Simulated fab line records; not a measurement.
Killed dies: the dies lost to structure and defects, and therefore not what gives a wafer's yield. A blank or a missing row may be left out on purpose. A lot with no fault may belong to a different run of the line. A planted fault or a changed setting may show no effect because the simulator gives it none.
Chamber matching    flow n5 finfet    N5_BEOL_M11_ETCH_62 on rie diel-06 has 4 sister chambers
The step etches SOC in N2/H2, target depth 110 nm, overetch 22 nm, time 165 s. 20 wafers are shown with their chamber, then 10 later ones without.

WAFERS, EACH WITH ITS CHAMBER
wafer   chamber  throttle valve pct (%)  drypump motor current A (A)  showerhead plenum p Torr (Torr)
L075.1  3        17.50                   5.5                          2.56
L075.2  1        17.47                   5.5                          2.52
L075.6  2        18.16                   5.2                          2.64
L079.3  3        17.53                   5.5                          2.56
L079.4  3        17.52                   5.5                          2.56
L079.6  2        18.16                   5.2                          2.63
L081.1  2        18.19                   5.2                          2.63
L081.3  0        17.69                   6.0                          2.48
L081.5  3        17.53                   5.5                          2.55
L082.1  2        18.18                   5.2                          2.63
L082.2  1        17.49                   5.5                          2.51
L082.3  0        17.68                   5.9                          2.48
L087.2  3        17.54                   5.5                          2.55
L087.5  3        17.56                   5.6                          2.55
L087.6  2        18.19                   5.2                          2.63
L086.1  1        17.50                   5.5                          2.51
L086.4  0        17.69                   5.9                          2.47
L086.5  0        17.70                   5.9                          2.47
L089.3  3        17.56                   5.5                          2.55
L089.4  2        18.20                   5.2                          2.62

SIGNATURES, as means of the wafers listed above
reading                   chamber 0  chamber 1  chamber 2  chamber 3  scatter within a chamber
throttle valve pct        17.6900    17.4867    18.1800    17.5343    0.0174
drypump motor current A   5.925      5.500      5.200      5.514      0.0317
showerhead plenum p Torr  2.4750     2.5133     2.6300     2.5543     0.0058
Rule: a wafer lies at a distance from a chamber equal to the root of the sum of squares, over the readings, of (its reading less the chamber's mean, divided by the reading's scatter). If the next closest chamber is less than 2 further off than the closest, the wafer can't be placed; otherwise it belongs to the closest. The scatter: the root of (the sum of the squares of (reading less its chamber's mean) over the shown wafers, divided by (wafers less chambers)).

WAFERS WITH NO CHAMBER GIVEN
wafer   throttle valve pct (%)  drypump motor current A (A)  showerhead plenum p Torr (Torr)
L089.6  18.20                   5.2                          2.62
L093.1  18.22                   5.2                          2.62
L093.2  17.71                   5.9                          2.47
L093.5  17.53                   5.5                          2.51
L091.1  17.71                   5.9                          2.47
L091.3  18.21                   5.2                          2.62
L091.6  17.52                   5.5                          2.51
L092.2  17.56                   5.6                          2.54
L092.4  18.21                   5.2                          2.62
L092.6  17.59                   5.6                          2.54

WHICH CHAMBER EACH WENT THROUGH
wafer   from the rows above  in truth
L089.6  2                    2
L093.1  2                    2
L093.2  0                    0
L093.5  1                    1
L091.1  0                    0
L091.3  2                    2
L091.6  1                    1
L092.2  3                    3
L092.4  2                    2
L092.6  3                    3
Placed correctly: 10 of 10. From these rows, 0 cannot be placed. Placed wrongly: 0.
